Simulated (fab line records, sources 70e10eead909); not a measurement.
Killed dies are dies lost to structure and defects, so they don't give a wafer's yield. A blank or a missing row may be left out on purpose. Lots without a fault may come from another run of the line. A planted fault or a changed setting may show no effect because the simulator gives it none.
Which tool did it? | flow nand_harc | 12 lots, 36 wafers sampled, at 4 steps of a route of 1302

WHAT THE GAUGES READ, wafer by wafer
The record holds no reading of a measuring or inspecting step that can be judged against a usual standard deviation.

WHICH TOOL RAN EACH LOT (tool, then ch and the chambers of the sampled wafers, then the start)
lot  | NHARC_A_STAIRCASE_TRIM_26                     | NHARC_A_STAIRCASE_TRIM_193                    | NHARC_A_STAIRCASE_ETCH_199                    | NHARC_A_STAIRCASE_STRIP_205
L687 | rie_diel-03 ch 0,2,3, day 16 14:23 or earlier | rie_diel-12 ch 0,1,3, day 16 14:23 or earlier | rie_diel-12 ch 1,2,3, day 16 14:23 or earlier | plasma_asher-02 ch 0,1, day 16 14:23
L689 | rie_diel-13 ch 0,2,3, day 17 00:43 or earlier | rie_diel-12 ch 1,2, day 17 00:43 or earlier   | rie_diel-12 ch 1,2,3, day 17 00:43 or earlier | plasma_asher-02 ch 0,1, day 17 00:43
L691 | rie_diel-03 ch 1,2, day 18 14:22 or earlier   | rie_diel-13 ch 1,2,3, day 18 14:22 or earlier | rie_diel-03 ch 1,2, day 18 14:22 or earlier   | plasma_asher-02 ch 0,1, day 18 14:22
L696 | rie_diel-13 ch 0,1,2, day 20 15:40 or earlier | rie_diel-12 ch 2,3, day 20 15:40 or earlier   | rie_diel-03 ch 0,1,2, day 20 15:40 or earlier | plasma_asher-02 ch 0,1, day 20 15:40
L698 | rie_diel-13 ch 1,3, day 20 17:50 or earlier   | rie_diel-03 ch 1,2, day 20 17:50 or earlier   | rie_diel-03 ch 0,2,3, day 20 17:50 or earlier | plasma_asher-01 ch 0, day 20 17:50
L699 | rie_diel-12 ch 0,1,3, day 21 08:03 or earlier | rie_diel-13 ch 0,1,3, day 21 08:03 or earlier | rie_diel-13 ch 0,3, day 21 08:03 or earlier   | plasma_asher-01 ch 0,1, day 21 08:03
L700 | rie_diel-13 ch 2,3, day 22 07:46 or earlier   | rie_diel-03 ch 0,3, day 22 07:46 or earlier   | rie_diel-13 ch 0,1, day 22 07:46 or earlier   | plasma_asher-02 ch 0,1, day 22 07:46
L703 | rie_diel-03 ch 1,2,3, day 22 14:50 or earlier | rie_diel-13 ch 0,3, day 22 14:50 or earlier   | rie_diel-12 ch 0,3, day 22 14:50 or earlier   | plasma_asher-01 ch 0,1, day 22 14:50
L701 | rie_diel-03 ch 0,2,3, day 22 23:35 or earlier | rie_diel-12 ch 1,2, day 22 23:35 or earlier   | rie_diel-12 ch 1,2,3, day 22 23:35 or earlier | plasma_asher-01 ch 0,1, day 22 23:35
L704 | rie_diel-12 ch 1,2,3, day 23 05:43 or earlier | rie_diel-03 ch 0,2,3, day 23 05:43 or earlier | rie_diel-03 ch 0,2,3, day 23 05:43 or earlier | plasma_asher-01 ch 0,1, day 23 05:43
L705 | rie_diel-13 ch 0,3, day 24 02:35 or earlier   | rie_diel-03 ch 1,2, day 24 02:35 or earlier   | rie_diel-13 ch 2,3, day 24 02:35 or earlier   | plasma_asher-01 ch 0,1, day 24 02:35
L708 | rie_diel-03 ch 0,1,2, day 25 01:30 or earlier | rie_diel-13 ch 0,2,3, day 25 01:30 or earlier | rie_diel-13 ch 1,2,3, day 25 01:30 or earlier | plasma_asher-01 ch 0,1, day 25 01:30
- NHARC_A_STAIRCASE_TRIM_26: chemistry O2, time 211.2 s.
- NHARC_A_STAIRCASE_TRIM_193: chemistry O2, time 211.2 s.
- NHARC_A_STAIRCASE_ETCH_199: etches the open film in C4F8/O2, target depth 100 nm, time 40.5 s.
- NHARC_A_STAIRCASE_STRIP_205: strips in O2.

WHAT THE TOOLS THEMSELVES READ (means of the sampled wafers that have a number; where no wafer has one, the mark that the record gives instead)
NHARC_A_STAIRCASE_TRIM_26. Usual: drypump_motor_current_A 6.0 A, standard deviation 0.47; mfc_ar_sccm 0.003 sccm, standard deviation 0.0049; oes_product_au 0.999 a.u., standard deviation 0.0081; rf_vpp_V 57.8 V, standard deviation 0.93; showerhead_plenum_p_Torr 3.53 Torr, standard deviation 0.15; throttle_valve_pct 17.036 %, standard deviation 0.01.
lot  | tool        | drypump_motor_current_A (A) | mfc_ar_sccm (sccm) | oes_product_au (a.u.) | rf_vpp_V (V) | showerhead_plenum_p_Torr (Torr) | throttle_valve_pct (%) | flag
L687 | rie_diel-03 | 5.7                         | 0.003              | 1.009                 | 57.7         | 3.50                            | 17.039                 |
L689 | rie_diel-13 | 6.2                         | 0.004              | 0.997                 | 57.8         | 3.50                            | 17.036                 |
L691 | rie_diel-03 | 5.1                         | 0.005              | 1.001                 | 58.3         | 3.57                            | 17.032                 |
L696 | rie_diel-13 | 6.1                         | 0.008              | 0.999                 | 57.8         | 3.45                            | 17.034                 |
L698 | rie_diel-13 | 6.5                         | 0.004              | 0.988                 | 57.6         | 3.34                            | 17.031                 |
L699 | rie_diel-12 | 6.1                         | 0.000              | 0.997                 | 58.2         | 3.66                            | 17.038                 |
L700 | rie_diel-13 | 6.4                         | 0.004              | 0.990                 | 56.6         | 3.42                            | 17.032                 |
L703 | rie_diel-03 | 5.4                         | 0.003              | 1.000                 | 58.1         | 3.56                            | 17.034                 |
L701 | rie_diel-03 | 5.7                         | 0.003              | 1.003                 | 57.0         | 3.48                            | 17.042                 |
L704 | rie_diel-12 | 6.1                         | 0.000              | 1.003                 | 58.3         | 3.67                            | 17.032                 |
L705 | rie_diel-13 | 6.4                         | 0.000              | 0.994                 | 57.7         | 3.42                            | 17.035                 |
L708 | rie_diel-03 | 5.4                         | 0.003              | 1.000                 | 57.4         | 3.56                            | 17.038                 |

NHARC_A_STAIRCASE_TRIM_193. Usual: drypump_motor_current_A 6.1 A, standard deviation 0.41; mfc_ar_sccm 0.003 sccm, standard deviation 0.0049; oes_product_au 0.999 a.u., standard deviation 0.0068; rf_vpp_V 57.8 V, standard deviation 0.86; showerhead_plenum_p_Torr 3.52 Torr, standard deviation 0.16; throttle_valve_pct 17.037 %, standard deviation 0.0096.
lot  | tool        | drypump_motor_current_A (A) | mfc_ar_sccm (sccm) | oes_product_au (a.u.) | rf_vpp_V (V) | showerhead_plenum_p_Torr (Torr) | throttle_valve_pct (%) | flag
L687 | rie_diel-12 | 6.1                         | 0.000              | 1.001                 | 56.6         | 3.49                            | 17.037                 |
L689 | rie_diel-12 | 6.3                         | 0.000              | 1.005                 | 57.7         | 3.42                            | 17.045                 |
L691 | rie_diel-13 | 6.3                         | 0.008              | 0.999                 | 57.6         | 3.40                            | 17.041                 |
L696 | rie_diel-12 | 6.0                         | 0.000              | 1.001                 | 58.1         | 3.67                            | 17.036                 |
L698 | rie_diel-03 | 5.1                         | 0.003              | 1.003                 | 57.6         | 3.66                            | 17.030                 |
L699 | rie_diel-13 | 6.3                         | 0.004              | 0.995                 | 58.2         | 3.40                            | 17.033                 |
L700 | rie_diel-03 | 6.0                         | 0.000              | 1.003                 | 57.6         | 3.50                            | 17.025                 |
L703 | rie_diel-13 | 6.4                         | 0.000              | 0.989                 | 57.4         | 3.42                            | 17.030                 |
L701 | rie_diel-12 | 6.3                         | 0.000              | 1.003                 | 58.2         | 3.57                            | 17.040                 |
L704 | rie_diel-03 | 5.7                         | 0.003              | 0.994                 | 57.3         | 3.48                            | 17.037                 |
L705 | rie_diel-03 | 5.1                         | 0.005              | 1.001                 | 57.9         | 3.55                            | 17.038                 |
L708 | rie_diel-13 | 6.2                         | 0.004              | 1.003                 | 57.8         | 3.47                            | 17.039                 |

NHARC_A_STAIRCASE_ETCH_199. Usual: oes_product_au 0.948 a.u., standard deviation 0.013; rf_vpp_V 896 V, standard deviation 5.7.
lot  | tool        | oes_product_au (a.u.) | rf_vpp_V (V) | flag
L687 | rie_diel-12 | 0.951                 | 895          |
L689 | rie_diel-12 | 0.954                 | 895          |
L691 | rie_diel-03 | 0.942                 | 898          |
L696 | rie_diel-03 | 0.960                 | 898          |
L698 | rie_diel-03 | 0.943                 | 895          |
L699 | rie_diel-13 | 0.945                 | 892          |
L700 | rie_diel-13 | 0.944                 | 890          |
L703 | rie_diel-12 | 0.968                 | 895          |
L701 | rie_diel-12 | 0.948                 | 901          |
L704 | rie_diel-03 | 0.942                 | 894          |
L705 | rie_diel-13 | 0.942                 | 893          |
L708 | rie_diel-13 | 0.952                 | 897          |

NHARC_A_STAIRCASE_STRIP_205. Usual: drypump_motor_current_A 5.5 A, standard deviation 0.38; heater_power_w 319 W, standard deviation 9.8.
lot  | tool            | drypump_motor_current_A (A) | heater_power_w (W) | flag
L687 | plasma_asher-02 | 5.2                         | 316                |
L689 | plasma_asher-02 | 5.3                         | 320                |
L691 | plasma_asher-02 | 5.3                         | 321                |
L696 | plasma_asher-02 | -                           | -                  | OFF
L698 | plasma_asher-01 | -                           | -                  | OFF
L699 | plasma_asher-01 | -                           | -                  | OFF
L700 | plasma_asher-02 | 5.4                         | 326                |
L703 | plasma_asher-01 | 5.9                         | 325                |
L701 | plasma_asher-01 | 5.9                         | 322                |
L704 | plasma_asher-01 | 5.7                         | 316                |
L705 | plasma_asher-01 | 5.6                         | 319                |
L708 | plasma_asher-01 | 5.6                         | 317                |

THE ANSWER, worked out from the rows above alone
Rule: a lot is off if the mean of its wafers that have a number lies more than 3 standard deviations from the usual mean. A lot without any number at a reading at which 4 lots or more have one is off too. The other lots that the step has rows for count as sound. The gauges are gone through in route order, then the tools' own readings, and for those a lot's mean is taken as printed above. The first step at which some lot is off is used, and at that step the reading that is off furthest; a lot without a number counts as furthest.
Off: L696, L698, L699, at NHARC_A_STAIRCASE_STRIP_205 (drypump_motor_current_A). Without a number there: L696, L698, L699.
A tool fits if, at that step or a process step before it, it ran every lot that is off, and no sound lot after the first of them. NHARC_A_STAIRCASE_TRIM_26 gives no start for some lots, so the hours and the order of its lots are those of NHARC_A_STAIRCASE_STRIP_205. NHARC_A_STAIRCASE_TRIM_193 gives no start for some lots, so the hours and the order of its lots are those of NHARC_A_STAIRCASE_STRIP_205. NHARC_A_STAIRCASE_ETCH_199 gives no start for some lots, so the hours and the order of its lots are those of NHARC_A_STAIRCASE_STRIP_205. None of those tried fits.

WHAT THE SIMULATOR HAD PUT IN
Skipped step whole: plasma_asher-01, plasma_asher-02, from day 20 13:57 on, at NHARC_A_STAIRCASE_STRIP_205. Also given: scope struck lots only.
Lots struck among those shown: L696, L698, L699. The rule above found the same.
